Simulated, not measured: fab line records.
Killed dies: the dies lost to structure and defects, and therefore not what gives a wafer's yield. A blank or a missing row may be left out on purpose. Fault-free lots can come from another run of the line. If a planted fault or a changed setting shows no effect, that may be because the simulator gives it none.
Which tool is to blame? ; flow n5 finfet ; Sampling: 24 lots, 72 wafers, 5 of 1938 route steps

## WHAT THE GAUGES SHOWED, per wafer
N5_MOL_CONTACT_COAG_CD_MEAS_137 targets a cd of 16 nm.
lot;measured;on;cd nm (nm)
L074;day 5 05:20;cd sem-02;15.6 15.6 15.9
L075;day 5 13:15;cd sem-01;16.5 15.9 15.6
L076;day 5 14:18;cd sem-03;16.1 15.8 15.4
L077;day 5 22:55;cd sem-01;16.3 15.9 16.0
L078;day 6 09:59;cd sem-01;16.6 16.4 16.2
L079;day 6 10:11;cd sem-03;16.1 15.9 15.7
L080;day 7 00:31;cd sem-01;15.0 15.5 15.7
L081;day 7 00:52;cd sem-03;16.1 16.1 15.3
L082;day 7 04:42;cd sem-01;16.1 16.5 15.9
L083;day 7 10:34;cd sem-01;15.6 15.8 16.1
L084;day 7 15:41;cd sem-01;15.8 15.6 15.7
L085;day 8 00:25;cd sem-02;16.5 15.9 16.1
L086;day 8 09:20;cd sem-03;16.3 15.3 15.8
L087;day 8 14:47;cd sem-01;15.7 16.2 16.1
L088;day 8 22:34;cd sem-03;15.0 15.5 14.9
L089;day 9 01:08;cd sem-03;15.6 15.8 15.4
L090;day 9 06:55;cd sem-03;15.3 15.8 15.5
L091;day 9 18:07;cd sem-03;15.9 15.1 15.1
L092;day 9 19:36;cd sem-01;15.5 16.0 16.2
L093;day 10 02:35;cd sem-03;15.9 15.7 16.3
L094;day 10 05:01;cd sem-02;16.3 15.4 15.7
L095;day 10 09:35;cd sem-01;16.4 15.9 17.2
L096;day 11 00:04;cd sem-01;16.1 15.9 16.1
L097;day 11 05:25;cd sem-01;15.6 15.0 15.7

N5_MOL_CONTACT_COAG_INSPECT_97: inspects for defects (darkfield).
lot;measured;on;raw defect count
L074;day 5 10:40;defect inspect-02;32 54 47
L075;day 5 18:38;defect inspect-01;82 41 65
L076;day 5 21:40;defect inspect-01;32 44 60
L077;day 6 04:28;defect inspect-02;52 31 50
L078;day 6 15:49;defect inspect-01;25 23 18
L079;day 6 18:47;defect inspect-01;35 30 56
L080;day 7 05:43;defect inspect-01;54 45 50
L081;day 7 08:44;defect inspect-01;60 60 52
L082;day 7 11:42;defect inspect-01;47 89 114
L083;day 7 17:13;defect inspect-02;41 26 22
L084;day 7 21:08;defect inspect-01;39 37 38
L085;day 8 05:56;defect inspect-02;42 38 19
L086;day 8 14:37;defect inspect-02;24 22 54
L087;day 8 19:53;defect inspect-02;24 24 24
L088;day 9 04:22;defect inspect-02;106 41 37
L089;day 9 07:21;defect inspect-01;43 48 44
L090;day 9 12:04;defect inspect-01;59 30 46
L091;day 9 23:34;defect inspect-01;47 69 40
L092;day 10 02:34;defect inspect-02;48 34 50
L093;day 10 07:57;defect inspect-01;21 42 30
L094;day 10 10:58;defect inspect-02;37 37 51
L095;day 10 14:59;defect inspect-01;31 42 41
L096;day 11 05:14;defect inspect-02;41 37 77
L097;day 11 10:56;defect inspect-02;34 39 36

N5_BEOL_M0_SAQP_CD_MEAS_25 targets a cd of 13.1 nm.
lot;measured;on;cd nm (nm)
L074;day 5 14:22;cd sem-02;12.60 12.33 12.46
L075;day 5 21:39;cd sem-03;12.75 13.27 12.62
L076;day 6 02:22;cd sem-03;12.88 12.95 13.11
L077;day 6 08:54;cd sem-02;12.63 12.94 13.06
L078;day 6 19:21;cd sem-03;13.08 12.61 12.71
L079;day 6 22:31;cd sem-01;12.45 12.86 12.78
L080;day 7 10:37;cd sem-01;12.50 12.88 12.87
L081;day 7 12:26;cd sem-03;12.69 12.93 12.99
L082;day 7 17:25;cd sem-03;13.07 12.77 13.15
L083;day 7 22:19;cd sem-03;12.68 13.18 12.75
L084;day 8 05:05;cd sem-01;12.67 12.65 12.71
L085;day 8 10:16;cd sem-01;12.82 12.43 12.95
L086;day 8 19:46;cd sem-02;13.14 12.46 12.31
L087;day 9 01:22;cd sem-01;12.86 12.44 13.07
L088;day 9 07:35;cd sem-01;12.46 12.82 12.98
L089;day 9 10:54;cd sem-03;12.86 12.66 12.95
L090;day 9 18:49;cd sem-03;13.12 12.92 12.82
L091;day 10 03:08;cd sem-01;12.95 13.29 12.62
L092;day 10 07:13;cd sem-03;12.91 12.10 12.51
L093;day 10 13:46;cd sem-02;12.15 13.16 12.27
L094;day 10 16:13;cd sem-03;12.41 12.51 12.51
L095;day 10 17:44;cd sem-01;12.83 12.96 12.29
L096;day 11 08:56;cd sem-01;12.87 12.87 12.33
L097;day 11 15:28;cd sem-02;12.94 12.76 12.86

## WHAT TOOL EACH LOT RAN ON (gives the tool, then ch and the chambers of the sampled wafers, and finally the start)
lot;N5_MOL_CONTACT_COAG_ALD_27;N5_MOL_CONTACT_COAG_STRIP_49
L074;ald sin-02 ch 0,2,3, day 5 01:07;plasma asher-01 ch 0,1, day 5 06:43
L075;ald sin-03 ch 0,1,2, day 5 08:34;plasma asher-02 ch 0,1, day 5 14:41
L076;ald sin-02 ch 1,2,3, day 5 09:22;plasma asher-01 ch 0,1, day 5 15:38
L077;ald sin-02 ch 1,2, day 5 19:14;plasma asher-02 ch 0,1, day 6 00:27
L078;ald sin-03 ch 0,3, day 6 03:37;plasma asher-01 ch 1, day 6 11:50
L079;ald sin-04 ch 0,2,3, day 6 05:26;plasma asher-02 ch 0,1, day 6 12:03
L080;ald sin-03 ch 0,2,3, day 6 20:07;plasma asher-02 ch 0,1, day 7 01:45
L081;ald sin-02 ch 2,3, day 6 20:19;plasma asher-02 ch 0, day 7 02:27
L082;ald sin-02 ch 0,2,3, day 7 01:02;plasma asher-02 ch 0,1, day 7 06:36
L083;ald sin-04 ch 0,1,3, day 7 06:16;plasma asher-01 ch 0,1, day 7 13:14
L084;ald sin-04 ch 2,3, day 7 11:08;plasma asher-02 ch 1, day 7 17:11
L085;ald sin-04 ch 0,1,3, day 7 19:20;plasma asher-01 ch 0,1, day 8 01:59
L086;ald sin-02 ch 0,3, day 8 04:27;plasma asher-02 ch 0,1, day 8 10:39
L087;ald sin-02 ch 0,2,3, day 8 10:14;plasma asher-02 ch 0,1, day 8 15:53
L088;ald sin-02 ch 1,2, day 8 16:52;plasma asher-02 ch 0,1, day 9 00:25
L089;ald sin-04 ch 0,1,3, day 8 20:22;plasma asher-01 ch 0,1, day 9 02:19
L090;ald sin-02 ch 1,2,3, day 9 02:34;plasma asher-01 ch 0,1, day 9 08:02
L091;ald sin-04 ch 0,1,3, day 9 12:22;plasma asher-01 ch 0,1, day 9 19:37
L092;ald sin-02 ch 1,2,3, day 9 12:45;plasma asher-01 ch 0,1, day 9 21:29
L093;ald sin-02 ch 0,3, day 9 21:16;plasma asher-02 ch 0,1, day 10 03:50
L094;ald sin-04 ch 0,2, day 10 01:14;plasma asher-01 ch 0,1, day 10 06:16
L095;ald sin-04 ch 0,1, day 10 05:53;plasma asher-02 ch 0,1, day 10 11:02
L096;ald sin-02 ch 0,3, day 10 19:53;plasma asher-01 ch 0,1, day 11 01:18
L097;ald sin-04 ch 0,2,3, day 11 00:49;plasma asher-01 ch 0,1, day 11 06:58
- N5_MOL_CONTACT_COAG_ALD_27: deposits SiOC, target thk 17 nm, pulse time 1.5 s, time 2720 s.
- N5_MOL_CONTACT_COAG_STRIP_49: strips in N2/H2, time 30 s.

## AS READ BY THE TOOLS THEMSELVES (means over the sampled wafers that have a number; for cases with no such wafer, the mark the record gives instead)
N5_MOL_CONTACT_COAG_ALD_27.
lot;tool;chamber pressure Torr (Torr);heater power outer w (W);heater power w (W);precursor pulse height rel
L074;ald sin-02;2.002;504;815;1.008
L075;ald sin-03;1.997;499;799;1.023
L076;ald sin-02;2.002;513;824;0.992
L077;ald sin-02;2.004;549;863;1.015
L078;ald sin-03;2.000;484;762;1.005
L079;ald sin-04;2.005;518;848;0.987
L080;ald sin-03;2.003;493;800;1.000
L081;ald sin-02;1.999;491;807;0.990
L082;ald sin-02;2.004;503;813;0.998
L083;ald sin-04;2.005;505;815;0.975
L084;ald sin-04;2.002;577;905;0.990
L085;ald sin-04;2.001;501;822;1.015
L086;ald sin-02;1.997;466;766;0.984
L087;ald sin-02;2.001;503;828;1.000
L088;ald sin-02;1.996;547;874;0.990
L089;ald sin-04;2.002;502;827;0.994
L090;ald sin-02;2.000;511;821;0.996
L091;ald sin-04;2.000;499;839;1.003
L092;ald sin-02;1.999;518;829;0.996
L093;ald sin-02;2.002;496;784;1.001
L094;ald sin-04;2.000;488;775;1.006
L095;ald sin-04;2.002;468;759;1.002
L096;ald sin-02;1.999;463;762;0.971
L097;ald sin-04;1.999;541;864;1.008

N5_MOL_CONTACT_COAG_STRIP_49.
lot;tool;drypump motor current A (A);heater power w (W);temp c (C)
L074;plasma asher-01;5.4;365;250.05
L075;plasma asher-02;5.9;347;250.06
L076;plasma asher-01;5.4;365;249.86
L077;plasma asher-02;5.8;346;249.83
L078;plasma asher-01;5.5;357;250.11
L079;plasma asher-02;6.0;349;250.06
L080;plasma asher-02;6.0;345;249.93
L081;plasma asher-02;5.7;338;249.98
L082;plasma asher-02;6.0;349;250.05
L083;plasma asher-01;5.4;359;250.08
L084;plasma asher-02;6.2;357;250.17
L085;plasma asher-01;5.4;358;249.83
L086;plasma asher-02;5.8;346;250.14
L087;plasma asher-02;5.8;348;249.77
L088;plasma asher-02;5.9;347;249.91
L089;plasma asher-01;5.4;358;250.02
L090;plasma asher-01;5.4;360;250.13
L091;plasma asher-01;5.4;363;249.91
L092;plasma asher-01;5.4;363;249.99
L093;plasma asher-02;5.8;342;249.90
L094;plasma asher-01;5.4;363;249.82
L095;plasma asher-02;6.0;347;249.82
L096;plasma asher-01;5.4;362;250.22
L097;plasma asher-01;5.4;367;250.23

## THE ANSWER, worked out from the rows above alone
Rule: the usual values come from the lots themselves. The widest of any qualifying gaps counts: lots, ordered by their means at a reading, are off when they make up no more than a third of the lots, leave a main group of 4 or more, and stand apart from it by 3 or more times the standard deviation of that group's means. A main group whose means are all the same, to the digits that the tables above print for the reading, isn't used. A lot without any number at a reading at which 4 lots or more have one is off too. The other lots that the step has rows for count as sound. After the gauges, taken in route order, come the tools' own readings; for these a lot's mean is taken, as printed above. The first step at which some lot is off is used, and at that step the reading that is off furthest; a lot without a number counts as furthest.
None of the lots is off at any reading shown; this tells nothing.

## WHAT HAD BEEN PUT IN BY THE SIMULATOR
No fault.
